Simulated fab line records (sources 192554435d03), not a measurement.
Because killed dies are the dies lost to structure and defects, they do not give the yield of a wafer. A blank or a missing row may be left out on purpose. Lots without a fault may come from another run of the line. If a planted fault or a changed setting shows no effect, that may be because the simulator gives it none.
The tool behind it: which one? -- flow n5_finfet -- Sampling: 8 lots, 24 wafers, 6 of 1938 route steps

== WHAT THE GAUGES READ, wafer by wafer ==
N5_BEOL_M1_CD_MEAS_28: target cd y 23.3 nm. Usual: cd_nm at 23.88 nm, with a standard deviation of 0.25.
lot,measured,on,cd_nm (nm),flag
L801,day 6 13:34,cd_sem-01,23.54 24.23 23.93,
L802,day 6 15:10,cd_sem-03,23.99 23.94 23.68,
L808,day 8 06:06,cd_sem-03,23.17 23.86 23.79,
L812,day 9 09:52,cd_sem-01,24.03 24.06 24.08,
L820,day 11 04:56,cd_sem-02,23.36 24.47 24.17,
L821,day 11 08:45,cd_sem-01,16.16 17.50 21.94,OFF
L822,day 11 12:22,cd_sem-01,22.74 15.38 16.38,OFF
L824,day 11 21:11,cd_sem-03,23.93 24.01 23.67,

N5_BEOL_M4_RC_MEAS_101. Usual: DIBL_N 35.4 mV/V, standard deviation 2.1; DIBL_P 34.8 mV/V, standard deviation 2.6; IOFF_N 0.15 nA/um, standard deviation 0.037; IOFF_P 0.19 nA/um, standard deviation 0.037; ION_N 677 uA/um, standard deviation 16; ION_P 462 uA/um, standard deviation 9.3; SS_N 71.4 mV/dec, standard deviation 0.75; SS_P 72.9 mV/dec, standard deviation 0.77; VT_N 250 mV, standard deviation 3.7; VT_P -251 mV, standard deviation 3.5.
lot,measured,on,DIBL_N (mV/V),DIBL_P (mV/V),IOFF_N (nA/um),IOFF_P (nA/um),ION_N (uA/um),ION_P (uA/um),SS_N (mV/dec),SS_P (mV/dec),VT_N (mV),VT_P (mV),flag
L801,day 8 15:29,prober-01,35.6 39.3 37.9,34.3 38.9 37.1,0.13 0.22 0.19,0.14 0.20 0.18,654 684 686,441 455 455,71.5 73.0 72.5,72.4 73.8 73.3,255 247 249,-257 -256 -254,
L802,day 8 15:54,prober-02,34.8 35.0 33.1,32.0 32.7 30.1,0.13 0.14 0.11,0.19 0.20 0.17,679 682 672,472 478 470,70.9 71.0 70.0,72.6 72.5 72.6,250 249 253,-248 -250 -251,
L808,day 10 10:59,prober-01,35.8 36.6 36.7,35.1 34.8 35.7,0.16 0.16 0.16,0.19 0.19 0.20,697 688 690,474 464 471,71.5 71.2 71.1,72.5 73.1 72.8,246 247 247,-249 -251 -250,
L812,day 11 11:31,prober-02,34.3 39.5 32.7,34.2 41.3 31.6,0.13 0.25 0.11,0.17 0.31 0.14,660 712 669,454 480 457,71.3 72.6 70.9,71.9 74.3 72.1,251 242 253,-253 -243 -254,
L820,day 12 22:39,prober-01,36.2 37.5 37.8,36.9 38.8 38.8,0.18 0.21 0.20,0.22 0.25 0.24,694 697 696,472 472 471,72.3 72.2 72.2,72.9 73.3 73.0,247 246 245,-249 -249 -245,
L821,day 13 15:39,prober-01,35.8,33.8,0.13,0.14,668,445,71.5,73.2,254,-261,
L822,day 13 15:49,prober-01,40.6,40.7,0.28,0.31,709,480,73.2,74.6,241,-246,OFF
L824,day 14 14:02,prober-02,38.0 36.1 36.0,40.0 37.1 36.9,0.22 0.18 0.17,0.26 0.23 0.21,710 701 689,477 476 467,72.6 71.7 71.4,73.7 73.3 73.6,242 247 246,-247 -250 -250,

== EACH LOT AND THE TOOL THAT RAN IT (in order: tool; ch and the chambers of the sampled wafers; start) ==
lot,N5_BEOL_M1_ETCH_74,N5_BEOL_M1_EXPOSE_25,N5_BEOL_M1_ETCH_69,N5_BEOL_M1_ETCH_70
L801,"rie_diel-06 ch 0,1,3, day 6 12:43","euv_scanner-02 ch 0, day 6 13:25","rie_diel-02 ch 1,2, day 6 13:44","rie_diel-02 ch 0,2,3, day 6 13:59"
L802,"rie_diel-04 ch 0,1,3, day 6 14:14","euv_scanner-01 ch 0, day 6 15:02","rie_diel-04 ch 1,2, day 6 15:30","rie_diel-06 ch 0,2,3, day 6 16:44"
L808,"rie_diel-04 ch 0,1,2, day 8 05:14","euv_scanner-01 ch 0, day 8 05:58","rie_diel-06 ch 1,3, day 8 06:36","rie_diel-02 ch 0,2,3, day 8 10:32"
L812,"rie_diel-04 ch 1,3, day 9 08:46","euv_scanner-02 ch 0, day 9 09:44","rie_diel-02 ch 0,3, day 9 10:02","rie_diel-02 ch 0,3, day 9 10:46"
L820,"rie_diel-02 ch 0,2, day 11 04:06","euv_scanner-02 ch 0, day 11 04:49","rie_diel-02 ch 0,1,2, day 11 05:07","rie_diel-04 ch 0,1,3, day 11 05:58"
L821,"rie_diel-06 ch 0,2,3, day 11 08:02","euv_scanner-02 ch 0, day 11 08:38","rie_diel-02 ch 0,1,2, day 11 08:57","rie_diel-04 ch 0,1, day 11 10:37"
L822,"rie_diel-06 ch 0,2,3, day 11 11:34","euv_scanner-02 ch 0, day 11 12:13","rie_diel-06 ch 0,2, day 11 12:43","rie_diel-02 ch 0,2,3, day 11 14:09"
L824,"rie_diel-04 ch 0,1,3, day 11 20:17","euv_scanner-01 ch 0, day 11 21:03","rie_diel-04 ch 1,2, day 11 21:22","rie_diel-02 ch 0,3, day 12 04:33"
- N5_BEOL_M1_ETCH_74: etches underlayer in N2/H2, target depth 6.5 nm, time 5.2 s.
- N5_BEOL_M1_EXPOSE_25: exposes mask V0, defocus 5 nm, target cd 24 nm.
- N5_BEOL_M1_ETCH_69: etches SiARC in CF4, target depth 15.6 nm, time 26 s.
- N5_BEOL_M1_ETCH_70: etches SOC in N2/H2, target depth 80 nm, overetch 16 nm, time 120 s.

== AS READ BY THE TOOLS THEMSELVES (means over the sampled wafers that have a number; for cases with no such wafer, the mark the record gives instead) ==
N5_BEOL_M1_ETCH_74. Usual: drypump_motor_current_A 5.6 A, standard deviation 0.48; etch_rf_on_time_s 5.24 s, standard deviation 0.16; h2_flow_sccm 200.0 sccm, standard deviation 0.58; oes_product_au 0.65 a.u., standard deviation 0.065; rf_vpp_V 523.4 V, standard deviation 2.7; showerhead_plenum_p_Torr 2.53 Torr, standard deviation 0.088; throttle_valve_pct 18.0 %, standard deviation 0.32.
lot,tool,drypump_motor_current_A (A),etch_rf_on_time_s (s),h2_flow_sccm (sccm),oes_product_au (a.u.),rf_vpp_V (V),showerhead_plenum_p_Torr (Torr),throttle_valve_pct (%),flag
L801,rie_diel-06,5.2,5.28,200.3,0.65,520.3,2.45,18.1,
L802,rie_diel-04,5.7,5.21,200.3,0.64,523.9,2.58,17.9,
L808,rie_diel-04,6.1,5.33,199.2,0.61,525.0,2.57,18.1,
L812,rie_diel-04,6.1,5.29,199.8,0.64,526.3,2.58,17.6,
L820,rie_diel-02,5.9,5.32,199.7,0.58,523.8,2.51,17.9,
L821,rie_diel-06,5.2,5.27,200.4,0.68,523.6,2.50,18.0,
L822,rie_diel-06,5.2,5.25,200.6,0.68,522.7,2.50,18.0,
L824,rie_diel-04,5.8,5.31,200.0,0.67,524.4,2.56,17.9,

N5_BEOL_M1_ETCH_69. Usual: drypump_motor_current_A 5.6 A, standard deviation 0.48; etch_rf_on_time_s 26.2 s, standard deviation 0.74; mfc_ar_sccm 100.0 sccm, standard deviation 0.36; oes_product_au 0.65 a.u., standard deviation 0.07; rf_vpp_V 183.8 V, standard deviation 1; showerhead_plenum_p_Torr 2.13 Torr, standard deviation 0.057; throttle_valve_pct 15.73 %, standard deviation 0.29.
lot,tool,drypump_motor_current_A (A),etch_rf_on_time_s (s),mfc_ar_sccm (sccm),oes_product_au (a.u.),rf_vpp_V (V),showerhead_plenum_p_Torr (Torr),throttle_valve_pct (%),flag
L801,rie_diel-02,5.8,26.2,99.9,0.64,184.1,2.12,15.43,
L802,rie_diel-04,6.2,26.8,100.4,0.62,184.2,2.19,15.76,
L808,rie_diel-06,5.2,25.6,100.1,0.69,183.7,2.13,15.77,
L812,rie_diel-02,5.3,25.7,100.0,0.65,184.2,2.10,16.07,
L820,rie_diel-02,5.9,26.0,100.1,0.63,184.0,2.11,15.64,
L821,rie_diel-02,5.9,25.9,100.3,0.63,183.5,2.10,15.65,
L822,rie_diel-06,5.2,26.2,100.3,0.72,183.9,2.13,15.63,
L824,rie_diel-04,6.4,26.3,99.8,0.63,184.2,2.16,15.61,

N5_BEOL_M1_ETCH_70. Usual: drypump_motor_current_A 5.6 A, standard deviation 0.46; h2_flow_sccm 200.0 sccm, standard deviation 0.62; oes_product_au 0.58 a.u., standard deviation 0.061; rf_vpp_V 523.4 V, standard deviation 2; showerhead_plenum_p_Torr 2.53 Torr, standard deviation 0.078; throttle_valve_pct 17.9 %, standard deviation 0.31.
lot,tool,drypump_motor_current_A (A),h2_flow_sccm (sccm),oes_product_au (a.u.),rf_vpp_V (V),showerhead_plenum_p_Torr (Torr),throttle_valve_pct (%),flag
L801,rie_diel-02,5.6,200.0,0.57,523.7,2.49,17.9,
L802,rie_diel-06,5.1,199.9,0.59,523.4,2.52,18.1,
L808,rie_diel-02,5.6,200.4,0.56,522.9,2.49,18.0,
L812,rie_diel-02,5.7,200.4,0.57,522.5,2.48,18.1,
L820,rie_diel-04,5.8,199.5,0.61,524.3,2.56,17.8,
L821,rie_diel-04,6.2,199.5,0.63,523.0,2.53,17.7,
L822,rie_diel-02,5.6,200.0,0.55,521.3,2.48,18.0,
L824,rie_diel-02,5.3,199.7,0.57,521.9,2.45,18.2,

== THE ANSWER, worked out from the rows above alone ==
Rule: take the mean of a lot's wafers that have a number; if it is more than 3 standard deviations from the usual mean, the lot is off. A lot without any number at a reading at which 4 lots or more have one is off too. The other lots that the step has rows for count as sound. After the gauges, taken in route order, come the tools' own readings; for these a lot's mean is taken, as printed above. The first step at which some lot is off is used, and at that step the reading that is off furthest; a lot without a number counts as furthest.
Off at N5_BEOL_M1_CD_MEAS_28 (cd_nm): L821, L822.
If a tool, at a process step before that reading, ran all the lots that are off and no sound lot after the first of them, it fits. Those tools and the gauges at N5_BEOL_M1_CD_MEAS_28 are tried in the same way. Can't be told from this: 3 tools fit, rie_diel-06 at N5_BEOL_M1_ETCH_74, euv_scanner-02 at N5_BEOL_M1_EXPOSE_25, cd_sem-01 at N5_BEOL_M1_CD_MEAS_28.

== WHAT THE SIMULATOR HAD INSERTED ==
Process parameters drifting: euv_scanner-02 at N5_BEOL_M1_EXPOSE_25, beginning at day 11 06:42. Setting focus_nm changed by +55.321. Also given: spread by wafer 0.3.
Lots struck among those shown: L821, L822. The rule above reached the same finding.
